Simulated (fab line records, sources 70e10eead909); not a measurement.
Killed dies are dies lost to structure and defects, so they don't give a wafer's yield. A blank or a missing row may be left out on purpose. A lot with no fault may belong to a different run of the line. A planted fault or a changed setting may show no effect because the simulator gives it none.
Which of the tools did it? + flow nand harc + 13 lots, 39 wafers sampled, at 5 steps of a route of 1302

== WHAT THE GAUGES SHOWED, per wafer ==
NHARC_THIN_TSV_THK_MEAS_02: measures by ir.
| lot  | measured     | on            | thk nm (nm)    |
|------|--------------|---------------|----------------|
| L293 | day 22 20:35 | film metro-02 | 3162 2707 2843 |
| L294 | day 23 08:20 | film metro-01 | 2916 2920 2773 |
| L295 | day 23 09:32 | film metro-01 | 3219 3072 2824 |
| L292 | day 23 10:44 | film metro-02 | 3024 3380 3307 |
| L296 | day 24 17:37 | film metro-02 | 3162 3058 2874 |
| L299 | day 26 04:20 | film metro-01 | 2952 2891 3236 |
| L300 | day 26 05:31 | film metro-02 | 3066 3038 2820 |
| L302 | day 31 07:59 | film metro-02 | 2873 3051 2613 |
| L305 | day 31 11:35 | film metro-02 | 3011 2867 3326 |
| L308 | day 31 15:12 | film metro-02 | 2916 2915 3010 |
| L310 | day 31 17:39 | film metro-02 | 3221 2946 3338 |
| L312 | day 31 21:16 | film metro-02 | 2637 2994 3505 |
| L314 | day 32 10:54 | film metro-02 | 2957 2933 2892 |

NHARC_END_SORT_01.
| lot  | measured     | on        | killed at array | killed at other | killed at periphery | killed dies | killed open | killed short |
|------|--------------|-----------|-----------------|-----------------|---------------------|-------------|-------------|--------------|
| L293 | day 23 11:16 | prober-01 | 69 73 57        | 1 0 1           | 4 7 4               | 74 80 62    | 4 1 1       | 2 5 2        |
| L294 | day 24 07:56 | prober-02 | 14 21 26        | 0 0 0           | 3 4 3               | 17 25 29    | 2 3 4       | 1 1 4        |
| L295 | day 24 04:23 | prober-01 | 50 62 57        | 1 1 1           | 1 3 3               | 52 66 61    | 5 5 2       | 6 2 1        |
| L292 | day 24 01:45 | prober-02 | 64 59 75        | 0 1 1           | 2 3 1               | 66 63 77    | 2 4 4       | 1 5 4        |
| L296 | day 25 08:26 | prober-01 | 58 54 64        | 0 0 0           | 3 1 2               | 61 55 66    | 5 3 5       | 1 1 2        |
| L299 | day 26 20:35 | prober-01 | 69 45 49        | 1 0 0           | 1 3 7               | 71 48 56    | 2 5 4       | 2 2 2        |
| L300 | day 26 21:25 | prober-02 | 44 33 53        | 1 2 2           | 9 7 2               | 54 42 57    | 5 1 2       | 1 6 2        |
| L302 | day 32 01:29 | prober-02 | 98 90 115       | 0 0 0           | 0 5 3               | 98 95 118   | 3 5 4       | 4 4 1        |
| L305 | day 32 17:05 | prober-02 | 94 80 89        | 0 0 0           | 4 3 2               | 98 83 91    | 5 1 2       | 2 0 2        |
| L308 | day 33 00:52 | prober-02 | 61 41 57        | 0 0 0           | 3 4 1               | 64 45 58    | 3 1 1       | 3 2 1        |
| L310 | day 33 08:36 | prober-02 | 50 55 63        | 0 0 0           | 2 5 4               | 52 60 67    | 6 1 9       | 2 3 3        |
| L312 | day 33 21:54 | prober-01 | 53 44 47        | 0 0 0           | 3 1 2               | 56 45 49    | 5 1 5       | 0 2 2        |
| L314 | day 34 08:01 | prober-02 | 46 29 40        | 0 1 0           | 3 2 2               | 49 32 42    | 2 4 2       | 3 2 3        |

== TOOL THAT RAN EACH LOT (tool first, then ch and the chambers of the sampled wafers, then the start) ==
| lot  | NHARC_A_CONTACT_ETCH_137             | NHARC_THIN_TSV_ETCH_15           | NHARC_THIN_TSV_ETCH_59            |
|------|--------------------------------------|----------------------------------|-----------------------------------|
| L293 | har cap etch-01 ch 0,1, day 21 13:56 | rie si-06 ch 0,2,3, day 22 22:37 | rie metal-01 ch 0,1, day 23 03:59 |
| L294 | har cap etch-01 ch 0,1, day 22 00:55 | rie si-02 ch 1,2, day 23 10:05   | rie metal-02 ch 0, day 23 15:26   |
| L295 | har cap etch-03 ch 0,1, day 22 02:27 | rie si-06 ch 0,1,2, day 23 11:19 | rie metal-03 ch 0,1, day 23 16:45 |
| L292 | har cap etch-02 ch 0,1, day 22 04:11 | rie si-02 ch 0,3, day 23 12:36   | rie metal-02 ch 0,1, day 23 18:04 |
| L296 | har cap etch-03 ch 0,1, day 23 09:28 | rie si-05 ch 1,3, day 24 19:30   | rie metal-03 ch 0,1, day 25 00:53 |
| L299 | har cap etch-01 ch 0,1, day 24 21:16 | rie si-06 ch 0,1, day 26 06:05   | rie metal-01 ch 0,1, day 26 11:46 |
| L300 | har cap etch-02 ch 0,1, day 24 21:42 | rie si-06 ch 0,1,2, day 26 07:23 | rie metal-01 ch 0,1, day 26 13:17 |
| L302 | har cap etch-03 ch 0,1, day 25 14:20 | rie si-05 ch 0,2,3, day 31 09:52 | rie metal-02 ch 0,1, day 31 15:15 |
| L305 | har cap etch-03 ch 0,1, day 26 07:08 | rie si-06 ch 1,2, day 31 13:20   | rie metal-02 ch 0,1, day 31 18:37 |
| L308 | har cap etch-02 ch 0,1, day 27 19:19 | rie si-02 ch 2,3, day 31 16:57   | rie metal-03 ch 0,1, day 31 22:22 |
| L310 | har cap etch-03 ch 0,1, day 28 15:26 | rie si-02 ch 0,3, day 31 19:25   | rie metal-02 ch 0,1, day 32 00:47 |
| L312 | har cap etch-03 ch 0,1, day 29 21:41 | rie si-06 ch 1,2,3, day 31 23:08 | rie metal-03 ch 0,1, day 32 04:37 |
| L314 | har cap etch-02 ch 0,1, day 31 03:20 | rie si-02 ch 0,1,2, day 32 12:46 | rie metal-03 ch 0,1, day 32 18:10 |
- NHARC_A_CONTACT_ETCH_137: etches the open film in C4F8/O2/Ar, time 311 s, target depth 1912 nm.
- NHARC_THIN_TSV_ETCH_15: target depth 3000 nm, bosch target overetch cycles 2, bosch etch step 2.8 s.
- NHARC_THIN_TSV_ETCH_59: etches the open film in Cl2/BCl3, target depth 880 nm, time 138.1 s.

== AS READ BY THE TOOLS THEMSELVES (means over the sampled wafers that have a number; for cases with no such wafer, the mark the record gives instead) ==
NHARC_THIN_TSV_ETCH_15.
| lot  | tool      | drypump motor current A (A) |
|------|-----------|-----------------------------|
| L293 | rie si-06 | 6.1                         |
| L294 | rie si-02 | 6.3                         |
| L295 | rie si-06 | 5.7                         |
| L292 | rie si-02 | 5.4                         |
| L296 | rie si-05 | 6.3                         |
| L299 | rie si-06 | 5.2                         |
| L300 | rie si-06 | 5.7                         |
| L302 | rie si-05 | 6.0                         |
| L305 | rie si-06 | 5.6                         |
| L308 | rie si-02 | 6.0                         |
| L310 | rie si-02 | 5.2                         |
| L312 | rie si-06 | 5.4                         |
| L314 | rie si-02 | 6.0                         |

NHARC_THIN_TSV_ETCH_59.
| lot  | tool         | drypump motor current A (A) | oes product au (a.u.) | rf fwd power W (W) | throttle valve pct (%) |
|------|--------------|-----------------------------|-----------------------|--------------------|------------------------|
| L293 | rie metal-01 | 5.34                        | 0.997                 | 898.1              | 22.271                 |
| L294 | rie metal-02 | 5.58                        | 1.002                 | 891.7              | 22.270                 |
| L295 | rie metal-03 | 5.92                        | 1.003                 | 900.0              | 22.266                 |
| L292 | rie metal-02 | 5.62                        | 0.997                 | 893.1              | 22.265                 |
| L296 | rie metal-03 | 6.02                        | 0.998                 | 894.0              | 22.259                 |
| L299 | rie metal-01 | 5.35                        | 0.995                 | 896.2              | 22.270                 |
| L300 | rie metal-01 | 5.36                        | 1.004                 | 896.0              | 22.271                 |
| L302 | rie metal-02 | 5.61                        | 0.999                 | 895.6              | 22.264                 |
| L305 | rie metal-02 | 5.63                        | 1.001                 | 893.6              | 22.268                 |
| L308 | rie metal-03 | 5.94                        | 0.995                 | 897.8              | 22.264                 |
| L310 | rie metal-02 | 5.63                        | 0.999                 | 896.5              | 22.266                 |
| L312 | rie metal-03 | 5.95                        | 0.994                 | 894.9              | 22.266                 |
| L314 | rie metal-03 | 5.94                        | 0.994                 | 895.7              | 22.260                 |

== THE ANSWER, worked out from the rows above alone ==
Rule: the lots themselves supply what counts as usual. Put in order of their means at a reading, lots are off if they are a third of the lots or fewer, leave a main group of 4 or more, and stand apart from it by a gap of 3 or more times the standard deviation of the main group's means; of several such gaps the widest counts. The tables above print the reading to a certain number of digits; a main group whose means all agree to those digits is not used. A lot without any number at a reading at which 4 lots or more have one is off too. The other lots that the step has rows for count as sound. After the gauges, taken in route order, come the tools' own readings; for these a lot's mean is taken, as printed above. At the first step where some lot is off, the reading lying furthest off is the one used; lots without a number count as furthest.
No lot is off at any reading shown: from this, nothing can be told.

== WHAT THE SIMULATOR HAD PUT IN ==
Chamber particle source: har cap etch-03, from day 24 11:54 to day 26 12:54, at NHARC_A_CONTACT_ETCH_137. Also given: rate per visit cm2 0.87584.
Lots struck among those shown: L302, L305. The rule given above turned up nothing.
